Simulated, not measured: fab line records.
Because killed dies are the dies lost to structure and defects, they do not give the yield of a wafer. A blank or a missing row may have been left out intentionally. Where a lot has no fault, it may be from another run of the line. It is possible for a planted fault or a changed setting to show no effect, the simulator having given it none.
Which of the tools did it? ; flow n5Finfet ; 24 lots, 72 wafers sampled, at 5 steps of a route of 1938

## WHAT EACH GAUGE READ, for each wafer
N5_BEOL_M7_CD_MEAS_35 targets a cd of 40 nm. Usual: cdNm reads 40.1 nm (standard deviation 0.62).
lot;measured;on;cdNm (nm);flag
L074;day 8 11:53;cdSem-02;40.9 40.2 39.8;
L075;day 9 04:00;cdSem-02;39.2 39.7 40.0;
L076;day 9 12:21;cdSem-01;39.5 40.2 40.8;
L077;day 9 12:27;cdSem-03;39.5 41.5 40.0;
L078;day 10 00:55;cdSem-01;40.1 40.6 39.6;
L079;day 10 03:56;cdSem-02;39.1 40.2 39.8;
L080;day 10 06:18;cdSem-02;40.8 40.6 40.3;
L081;day 10 11:41;cdSem-01;40.8 41.4 40.7;
L082;day 11 03:36;cdSem-01;39.7 39.9 40.3;
L083;day 11 05:50;cdSem-01;39.4 40.3 40.2;
L084;day 11 07:34;cdSem-02;40.1 40.0 40.5;
L085;day 11 10:37;cdSem-01;40.0 41.3 39.5;
L086;day 12 08:59;cdSem-01;40.5 41.3 42.0;
L088;day 12 10:41;cdSem-02;39.7 40.4 40.0;
L087;day 12 11:55;cdSem-03;39.4 39.5 40.3;
L089;day 12 20:56;cdSem-01;40.5 39.9 39.8;
L090;day 13 05:52;cdSem-01;40.2 39.8 40.7;
L092;day 13 12:31;cdSem-03;39.8 39.5 38.7;
L094;day 13 15:19;cdSem-03;39.0 39.9 38.8;
L093;day 13 20:00;cdSem-02;41.2 39.1 40.8;
L091;day 14 01:25;cdSem-03;39.8 39.5 39.8;
L095;day 14 12:01;cdSem-01;40.5 40.8 40.2;
L096;day 15 01:00;cdSem-03;40.3 41.4 40.6;
L097;day 15 10:28;cdSem-01;40.3 40.5 39.3;

N5_BEOL_M8_OVL_MEAS_29. Usual: V7_OVL gives 0.4 nm (standard deviation 0.6).
lot;measured;on;V7_OVL (nm);flag
L074;day 8 18:38;overlay-01;0.1 1.3 0.2;
L075;day 9 13:38;overlay-01;1.0 1.7 0.3;
L076;day 9 21:22;overlay-02;-0.5 0.7 0.7;
L077;day 9 19:16;overlay-02;1.5 -0.3 0.9;
L078;day 10 06:39;overlay-02;0.0 0.4 0.7;
L079;day 10 15:58;overlay-02;-0.7 -0.6 -0.8;
L080;day 10 15:55;overlay-02;0.6 -0.3 0.7;
L081;day 10 19:58;overlay-01;1.1 0.5 0.6;
L082;day 11 09:49;overlay-01;-0.5 -0.6 0.3;
L083;day 11 11:47;overlay-01;-0.3 1.0 1.4;
L084;day 11 14:03;overlay-01;0.7 -0.1 -0.8;
L085;day 11 18:17;overlay-01;-0.1 -0.2 -0.6;
L086;day 12 20:23;overlay-01;0.1 1.4 0.8;
L088;day 13 05:16;overlay-01;0.4 0.8 0.0;
L087;day 12 20:49;overlay-01;1.1 0.1 0.4;
L089;day 13 05:11;overlay-02;0.0 0.7 0.5;
L090;day 13 11:42;overlay-02;0.1 -0.3 1.2;
L092;day 13 18:55;overlay-02;0.1 0.6 0.0;
L094;day 13 21:04;overlay-02;1.1 1.2 0.5;
L093;day 14 04:07;overlay-01;0.1 -0.7 -0.7;
L091;day 14 07:25;overlay-01;-0.5 0.4 0.1;
L095;day 15 00:02;overlay-01;0.7 -0.1 1.3;
L096;day 15 06:50;overlay-02;0.8 0.7 0.2;
L097;day 15 16:50;overlay-02;0.8 0.7 0.9;

## WHICH TOOL RAN EACH LOT (tool, then ch and the chambers of the sampled wafers, then the start)
lot;N5_BEOL_M6_SURFACE_TREAT_79;N5_BEOL_M7_SPUTTER_48;N5_BEOL_M8_ETCH_61
L074;pvdSputter-03, day 8 06:24;pvdSputter-03, day 8 13:04;rieDiel-01 ch 0,2,3, day 8 17:26
L075;pvdSputter-02, day 8 23:17;pvdSputter-03, day 9 07:23;rieDiel-01 ch 0,1,3, day 9 12:45
L076;pvdSputter-03, day 9 03:05;pvdSputter-01, day 9 14:22;rieDiel-06 ch 1,2,3, day 9 19:28
L077;pvdSputter-03, day 9 03:20;pvdSputter-01, day 9 13:51;rieDiel-06 ch 0,2, day 9 18:30
L078;pvdSputter-02, day 9 20:14;pvdSputter-01, day 10 02:49;rieDiel-06 ch 0,2,3, day 10 05:42
L079;pvdSputter-03, day 9 22:58;pvdSputter-01, day 10 05:29;rieDiel-06 ch 0,1,3, day 10 10:53
L080;pvdSputter-02, day 10 01:20;pvdSputter-01, day 10 09:13;rieDiel-01 ch 1,2, day 10 11:23
L081;pvdSputter-02, day 10 05:25;pvdSputter-01, day 10 14:43;rieDiel-06 ch 0,1, day 10 17:01
L082;pvdSputter-03, day 10 21:37;pvdSputter-02, day 11 04:58;rieDiel-02 ch 0,2,3, day 11 08:08
L083;pvdSputter-03, day 10 23:47;pvdSputter-03, day 11 07:48;rieDiel-01 ch 1,2,3, day 11 10:32
L084;pvdSputter-03, day 11 02:43;pvdSputter-02, day 11 08:39;rieDiel-06 ch 1,2,3, day 11 11:44
L085;pvdSputter-02, day 11 05:02;pvdSputter-03, day 11 14:00;rieDiel-06 ch 2,3, day 11 17:18
L086;pvdSputter-03, day 12 01:31;pvdSputter-02, day 12 11:54;rieDiel-02 ch 1,3, day 12 16:24
L088;pvdSputter-01, day 12 04:59;pvdSputter-02, day 12 12:37;rieDiel-01 ch 0,2,3, day 12 16:34
L087;pvdSputter-02, day 12 06:04;pvdSputter-03, day 12 13:14;rieDiel-02 ch 0,1,3, day 12 16:42
L089;pvdSputter-02, day 12 09:58;pvdSputter-01, day 12 21:57;rieDiel-06 ch 0,1,2, day 13 04:20
L090;pvdSputter-01, day 12 21:54;pvdSputter-03, day 13 06:53;rieDiel-06 ch 1,2,3, day 13 09:52
L092;pvdSputter-03, day 13 07:17;pvdSputter-01, day 13 14:28;rieDiel-02 ch 0,1,3, day 13 17:55
L094;pvdSputter-01, day 13 08:56;pvdSputter-03, day 13 17:10;rieDiel-02 ch 0,1, day 13 20:10
L093;pvdSputter-01, day 13 13:39;pvdSputter-02, day 13 21:44;rieDiel-02 ch 0,1,3, day 14 01:56
L091;pvdSputter-02, day 13 20:38;pvdSputter-01, day 14 03:07;rieDiel-06 ch 1,3, day 14 05:56
L095;pvdSputter-02, day 14 05:44;pvdSputter-02, day 14 13:43;rieDiel-02 ch 0,1, day 14 20:33
L096;pvdSputter-02, day 14 14:20;pvdSputter-03, day 15 02:44;rieDiel-01 ch 0,2, day 15 05:23
L097;pvdSputter-01, day 15 04:40;pvdSputter-01, day 15 12:05;rieDiel-06 ch 0,1,3, day 15 14:53
- N5_BEOL_M6_SURFACE_TREAT_79
- N5_BEOL_M7_SPUTTER_48: material Cu, target thk 10 nm, time 1.667 s.
- N5_BEOL_M8_ETCH_61: etches SiARC in CF4, target depth 45.5 nm, time 75.8 s.

## AS READ BY THE TOOLS THEMSELVES (means over the sampled wafers that have a number; for cases with no such wafer, the mark the record gives instead)
N5_BEOL_M7_SPUTTER_48. Usual: throttleValvePct reads 29.5 % (standard deviation 1.2).
lot;tool;throttleValvePct (%);flag
L074;pvdSputter-03;30.8;
L075;pvdSputter-03;30.2;
L076;pvdSputter-01;28.7;
L077;pvdSputter-01;29.2;
L078;pvdSputter-01;28.2;
L079;pvdSputter-01;27.7;
L080;pvdSputter-01;28.2;
L081;pvdSputter-01;27.9;
L082;pvdSputter-02;29.6;
L083;pvdSputter-03;30.0;
L084;pvdSputter-02;30.0;
L085;pvdSputter-03;31.4;
L086;pvdSputter-02;29.8;
L088;pvdSputter-02;29.5;
L087;pvdSputter-03;30.4;
L089;pvdSputter-01;28.6;
L090;pvdSputter-03;30.0;
L092;pvdSputter-01;28.7;
L094;pvdSputter-03;29.4;
L093;pvdSputter-02;29.2;
L091;pvdSputter-01;29.1;
L095;pvdSputter-02;29.5;
L096;pvdSputter-03;31.0;
L097;pvdSputter-01;28.7;

N5_BEOL_M8_ETCH_61. Usual: drypumpMotorCurrentA 5.7 A, standard deviation 0.55; etchRfOnTimeS 75.6 s, standard deviation 1.2; oesProductAu 0.69 a.u., standard deviation 0.049; rfVppV 184.3 V, standard deviation 1.3; showerheadPlenumPTorr 2.15 Torr, standard deviation 0.081; throttleValvePct 15.58 %, standard deviation 0.15.
lot;tool;drypumpMotorCurrentA (A);etchRfOnTimeS (s);oesProductAu (a.u.);rfVppV (V);showerheadPlenumPTorr (Torr);throttleValvePct (%);flag
L074;rieDiel-01;6.0;75.9;0.71;182.6;2.07;15.61;
L075;rieDiel-01;5.7;76.7;0.63;183.1;2.08;15.79;
L076;rieDiel-06;5.8;75.3;0.72;184.1;2.18;15.58;
L077;rieDiel-06;5.4;75.1;0.75;186.0;2.25;15.54;
L078;rieDiel-06;5.3;75.4;0.73;185.3;2.25;15.52;
L079;rieDiel-06;5.7;75.8;0.70;185.0;2.19;15.56;
L080;rieDiel-01;6.0;75.2;0.71;184.2;2.11;15.55;
L081;rieDiel-06;6.2;76.3;0.68;183.3;2.13;15.62;
L082;rieDiel-02;5.4;76.1;0.68;184.5;2.16;15.52;
L083;rieDiel-01;5.8;76.5;0.67;183.4;2.10;15.64;
L084;rieDiel-06;5.7;75.6;0.70;184.1;2.18;15.59;
L085;rieDiel-06;5.2;74.5;0.72;186.0;2.24;15.54;
L086;rieDiel-02;5.3;74.7;0.68;183.5;2.13;15.55;
L088;rieDiel-01;6.1;75.7;0.74;184.5;2.15;15.52;
L087;rieDiel-02;5.4;75.1;0.68;183.3;2.13;15.53;
L089;rieDiel-06;5.8;75.1;0.69;184.6;2.18;15.63;
L090;rieDiel-06;5.7;75.4;0.68;184.6;2.17;15.63;
L092;rieDiel-02;5.4;75.8;0.67;184.2;2.13;15.55;
L094;rieDiel-02;5.7;74.8;0.68;184.8;2.16;15.45;
L093;rieDiel-02;5.4;74.6;0.67;183.4;2.13;15.57;
L091;rieDiel-06;6.2;77.4;0.66;183.9;2.11;15.67;
L095;rieDiel-02;5.7;75.5;0.66;184.3;2.16;15.46;
L096;rieDiel-01;6.2;73.7;0.75;185.4;2.22;15.51;
L097;rieDiel-06;5.7;75.1;0.67;183.9;2.17;15.64;

## THE ANSWER, worked out from the rows above alone
Rule: a lot counts as off when the mean over its wafers that have a number is more than 3 standard deviations away from the usual mean. A lot without any number at a reading at which 4 lots or more have one is off too. All remaining lots with rows at the step are treated as sound. After the gauges, taken in route order, come the tools' own readings; for these a lot's mean is taken, as printed above. At the first step where some lot is off, the reading lying furthest off is the one used; lots without a number count as furthest.
None of the lots is off at any reading shown; this tells nothing.

## WHAT THE SIMULATOR HAD PUT IN
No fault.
